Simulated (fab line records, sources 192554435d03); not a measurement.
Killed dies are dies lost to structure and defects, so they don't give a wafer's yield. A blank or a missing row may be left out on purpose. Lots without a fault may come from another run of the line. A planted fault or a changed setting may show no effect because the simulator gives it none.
A struck lot beside a sound one | flow n5_finfet | 37 steps out of a route of 1938
Sound: wafers L210.1, L210.2, L210.4. Struck: wafer L203.6. (L203.5 of the same lot was not struck and is left out.) The cause comes at the end.
At each step with rows: each side's tool, then ch and its chambers, then its first start. Under that, the readings that differ: sound wafers | struck wafers | difference of the means | sigmas: that difference in standard deviations of wafers without a fault.
alike: readings whose means differ by less than 2 such deviations, and words and numbers that are the same on both sides. not compared: withheld readings, readings that some wafer has no value for, bounds like >300 that may hide the same value, and numbers for which the record gives no deviation and whose values overlap.
The two part at a step that has a row with sigmas, a row that says differs or no value, or rows on one side only. Numbers that don't overlap but have no deviation are shown without sigmas and don't part them. A reading that every wafer of one side lacks parts them only if that side has two wafers or more.

first, 8 steps without rows for these wafers: N5_BEOL_M1_ECD_50 (material Cu, target thk 300 nm); N5_BEOL_M1_ANNEAL_51 (time 90 s); N5_BEOL_M1_CMP_52 (polishes, stops on SiOC, t overpolish 6.8 s, target thk 40 nm); N5_BEOL_M1_PRE_CLEAN_60 (time 15 s); N5_BEOL_M1_CO_CAP_55 (material Co, precursor CCTBA/H2, target thk 2 nm, time 102.1 s); N5_BEOL_M1_PRE_CLEAN_56 (time 15 s); N5_BEOL_M1_DEP_57 (deposits SiCN from 3MS/NH3, target thk 8 nm, time 14 s); N5_BEOL_M2_ILD_DEP_00 (deposits SiOC from DEMS/O2, target thk 79 nm, time 15.3 s).
N5_BEOL_M2_PECVD_72: deposits SiO2 from TEOS/O2, target thk 16 nm, time 18 s.
  sound on pecvd-03 ch 0,1, day 10 23:54; struck on pecvd-04 ch 2, day 9 04:50
  reading                                    | sound        | struck | difference | sigmas
  model.SiO2_of_BEOL_M2_PECVD_72.thk_nm (nm) | 15.6 15.6 16 | 19.4   | +3.7       |
  alike: heater_power_w, showerhead_plenum_p_Torr, throttle_valve_pct
then, 25 steps without rows for these wafers: N5_BEOL_M2_HM_DEP_02 (deposits TiN, target thk 20 nm); N5_BEOL_M2_COAT_61 (time 60 s, resist thk 60 nm); N5_BEOL_M2_COAT_62 (time 60 s, resist thk 12 nm); N5_BEOL_M2_COAT_73 (time 60 s, resist thk 5 nm); N5_BEOL_M2_COAT_05 (resist thk 30 nm); N5_BEOL_M2_EBR_07; N5_BEOL_M2_SOFTBAKE_06 (time 60 s); N5_BEOL_M2_EXPOSE_08 (exposes mask M2); N5_BEOL_M2_PEB_09 (peb time 60 s); N5_BEOL_M2_DEVELOP_10 (develop time 30 s); N5_BEOL_M2_DESCUM_16 (chemistry O2, time 7 s); N5_BEOL_M2_ETCH_74 (etches underlayer in N2/H2, target depth 6.5 nm, time 5.2 s); N5_BEOL_M2_ETCH_63 (etches SiARC in CF4, target depth 15.6 nm, time 26 s); N5_BEOL_M2_ETCH_64 (etches SOC in N2/H2, target depth 75 nm, overetch 22.5 nm, time 121.9 s); N5_BEOL_M2_STRIP_65 (strips in N2/H2); N5_BEOL_M2_STRIP_75 (strips in N2/H2); N5_BEOL_M2_STRIP_66 (strips in CF4); N5_BEOL_M2_HM_OPEN_17 (chemistry Cl2/BCl3, target TiN, target depth 20 nm, overetch 6 nm); N5_BEOL_M2_STRIP_19 (strips in O2); N5_BEOL_M2_COAT_67 (time 60 s, resist thk 60 nm); N5_BEOL_M2_COAT_68 (time 60 s, resist thk 12 nm); N5_BEOL_M2_COAT_76 (time 60 s, resist thk 5 nm); N5_BEOL_M2_COAT_22 (resist thk 30 nm); N5_BEOL_M2_EBR_24; N5_BEOL_M2_SOFTBAKE_23 (time 60 s).
N5_BEOL_M2_HM_STRIP_39: strips TiN in peroxide tin strip, target depth 25 nm, time 158 s.
  sound on wet_bench-04 ch 0,4,6, day 11 06:23; struck on wet_bench-02 ch 2, day 9 15:42
  reading                                    | sound          | struck | difference | sigmas
  model.SiO2_of_BEOL_M2_PECVD_72.thk_nm (nm) | 15.4 15.6 15.8 | 19.4   | +3.8       |
N5_BEOL_M2_CMP_52: polishes, stops on SiOC, t overpolish 6.8 s, target thk 40 nm.
  sound on cmp-03 ch 0,1,2, day 11 11:20; struck on cmp-02 ch 0, day 9 18:57
  reading                      | sound          | struck | difference | sigmas
  barrier_field_endpoint_s (s) | 24.7 25.3 24.7 | 28.5   | +3.6       | +5
  alike: motor_current_A
N5_BEOL_M4_RC_MEAS_101:
  sound on prober-02 ch 0, day 12 15:53; struck on prober-02 ch 0, day 11 04:37
  reading       | sound          | struck | difference | sigmas
  SS_N (mV/dec) | 71.2 71.0 70.6 | 72.3   | +1.4       | +2
  alike: DIBL_N, DIBL_P, IOFF_N, IOFF_P, ION_N, ION_P, SS_P, VT_N, VT_P

WHERE THEY PART
First at N5_BEOL_M2_CMP_52; last, within this record, at N5_BEOL_M4_RC_MEAS_101.

WHY: what the simulator had put in
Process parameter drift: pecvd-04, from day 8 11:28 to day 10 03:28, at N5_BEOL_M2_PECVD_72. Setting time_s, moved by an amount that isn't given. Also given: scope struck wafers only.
